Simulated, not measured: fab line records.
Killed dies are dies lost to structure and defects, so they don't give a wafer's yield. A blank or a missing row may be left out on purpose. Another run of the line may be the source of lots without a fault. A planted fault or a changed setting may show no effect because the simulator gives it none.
Split-lot study    flow n5 finfet    21 wafers read across 7 lots, on a route 1938 steps long

THE SPLIT ITSELF
At N5_BEOL_M15_ETCH_61 (etches BARC in N2/H2, target depth 89 nm, overetch 26.7 nm, time 67.9 s), the setting time s was moved away from the recipe's 67.9 s on 11 of the 21 wafers read, by -22.1% to +18.3%. The other wafers ran this setting at the recipe's value.

Reading taken at the split's own step.

THE READING
coat_of_BEOL_M15_COAT_22.thk nm (the simulator's own value, which no gauge read), in nm, at N5_BEOL_M15_ETCH_61 (etches BARC in N2/H2, target depth 89 nm, overetch 26.7 nm, time 67.9 s). The file gives no usual value for it. The 10 wafers here that ran the recipe average 720.9 nm, standard deviation 2 nm.

wafer   tool, chamber at the split  time s as run, s  against the recipe  coat_of_BEOL_M15_COAT_22.thk nm, nm  against lot-mates on the recipe
L074.1  rie diel-02, 3              80.33             +18.3%              706.2                                no lot-mate on the recipe
L074.2  rie diel-02, 1              80.33             +18.3%              710.2                                no lot-mate on the recipe
L074.5  rie diel-02, 0              80.33             +18.3%              709.8                                no lot-mate on the recipe
L076.3  rie diel-06, 3              57.41             -15.4%              731.2                                no lot-mate on the recipe
L076.4  rie diel-06, 1              57.41             -15.4%              730.4                                no lot-mate on the recipe
L076.6  rie diel-06, 0              57.41             -15.4%              725.4                                no lot-mate on the recipe
L077.4  rie diel-03, 2              67.9              recipe              722                                  -
L077.5  rie diel-03, 0              67.9              recipe              720.8                                -
L077.6  rie diel-03, 3              58.92             -13.2%              731.8                                +10.4
L078.2  rie diel-03, 0              63.7              -6.2%               723.2                                +3.3
L078.3  rie diel-03, 2              67.9              recipe              718.8                                -
L078.6  rie diel-03, 3              67.9              recipe              721                                  -
L086.1  rie diel-02, 2              67.9              recipe              723.2                                -
L086.2  rie diel-02, 3              72.97             +7.5%               718                                  -5.3
L086.3  rie diel-02, 0              67.9              recipe              723.4                                -
L087.2  rie diel-03, 3              52.92             -22.1%              738.6                                +18.0
L087.5  rie diel-03, 2              67.9              recipe              720.6                                -
L087.6  rie diel-03, 1              52.92             -22.1%              736.4                                +15.8
L091.2  rie diel-06, 1              67.9              recipe              723.4                                -
L091.3  rie diel-06, 3              67.9              recipe              718                                  -
L091.4  rie diel-06, 2              67.9              recipe              718.2                                -

FIT RESULTS
A straight line over all 21 wafers: coat_of_BEOL_M15_COAT_22.thk nm changes by -0.66 nm for each +1% of time s; r = -0.96; the points scatter about the line by 2.3 nm.
The same after taking each lot's own level away (the mean of its wafers on the recipe; 15 wafers): -0.761 nm for each +1%; r = -0.98; scatter 1.4 nm.
On that fit, the largest move of time s shifts the reading by 17 nm.
Measured against the standard deviation above, the lots' own levels, which go from 719.87 to 723.30 nm, span 1.7 times it.
In other words, the slope is changed by the lot-to-lot level; the two fits disagree.
Check: +15.9 nm against its lot-mates is what the line predicts for one of the wafers moved furthest among these (-22.1%) when that wafer is left out of the fit. It came out at +18 nm against them.

FURTHER SPLITS ON THESE WAFERS
Before the reading, these wafers also passed through other splits. Each is held against what the fit with the lots' levels taken away leaves over:
other split on the same wafers  wafers away from the commonest value  r with coat_of_BEOL_M15_COAT_22.thk nm (lot level and that fit taken away)
N5_BEOL_M13_COAT_04 spin rpm    7                                     -0.05
N5_BEOL_M13_SPUTTER_43 power w  7                                     -0.15
N5_BEOL_M14_ILD_DEP_00 time s   8                                     -0.09
N5_BEOL_M15_PEB_26 peb temp c   9                                     +0.10

FILE'S OWN FIT
coat_of_BEOL_M15_COAT_22.thk nm changes by -0.755 nm for each +1% of time s, r = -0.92.
